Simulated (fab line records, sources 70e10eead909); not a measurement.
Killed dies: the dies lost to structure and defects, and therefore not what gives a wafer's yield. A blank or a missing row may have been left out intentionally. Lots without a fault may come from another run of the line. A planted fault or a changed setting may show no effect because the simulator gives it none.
Code-filled problem report in 8D (eight disciplines) form -- flow nand-harc -- the parts of the form that need people (team, actions taken, sign-off) are left out

1. PROBLEM STATEMENT
Mean of heater-power-total-W at NHARC_A_CHANNEL_HOLE_D1_SOFTBAKE_05: 159.51 W across 6 wafers in 2 lots; on wafers with no fault it is 188.44 W (standard deviation 0.14). That is -99 or more standard deviations from the usual mean.
The step: time 55 s.
First seen on wafer L602.2, day 9 11:00, on litho-track-01. At this step, 36 wafers from 12 lots have a number in the record. By rule, "out" or "out of limits" means more than 4 standard deviations away from the usual mean. All remaining wafers that have a number are taken as sound.

2. WHAT IT IS, WHAT IT ISN'T
question,is,is not
which readings at this step,heater-power-total-W,chill-plate-temp-C
which lots,"L602, L607","L597, L598, L599, L610, L611, L613, L615, L618, L619, L620"
which wafers of those lots,all that have a number,-
read on which tools,litho-track-01,"litho-track-04, litho-track-06"
when,from day 9 11:00,"up to then (9 sound wafers); but 21 sound wafers of L610, L611, L613, L615, L618, L619, L620 came after"

3. WHAT RULES OUT EACH SUSPECT
Counting: any tool at a process step up to the reading is kept as a suspect provided that every lot that is out went through it and no sound lot did after the first of them.
- litho-track-01 at NHARC_A_CHANNEL_HOLE_D1_SOFTBAKE_05 (time 55 s): ruled out as a lasting fault. Following L602 (day 9 11:00), the first lot on it that is out, the sound lots L615, L619 were run on it.
Left after counting: nothing in the record.

4. THE CAUSE (what the simulator had put in)
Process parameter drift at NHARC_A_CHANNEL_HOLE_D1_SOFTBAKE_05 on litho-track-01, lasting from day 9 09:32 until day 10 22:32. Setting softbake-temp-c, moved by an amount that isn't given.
Counting ruled it out, wrongly.

5. SEQUENCE OF EFFECTS, ordered by route
Rows list readings where the struck wafers' mean (over those with a number) sits beyond 3 standard deviations from the usual. Scope: only readings with a usual standard deviation given in the record; hours: median across lots of the time from each lot's start at the first step in this table that gives one to its start at this step; sigmas: change in usual standard deviations.
hours,step,reading,usual,on struck wafers,change,sigmas
0,NHARC_A_CHANNEL_HOLE_D1_SOFTBAKE_05,heater-power-total-W,188.44 W,159.51,-28.93,-99 or more
Here are the process steps it includes:
- NHARC_A_CHANNEL_HOLE_D1_SOFTBAKE_05: time 55 s.
Later steps that measure or inspect, where all struck wafers having a row at the step show a number for every such reading and not one has moved that far: NHARC_END_SORT_01.

6. HOW IT WOULD HAVE BEEN CAUGHT EARLIER
In this record the first reading out of limits was taken at day 9 11:00, 1 hour after the fault began at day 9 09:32.
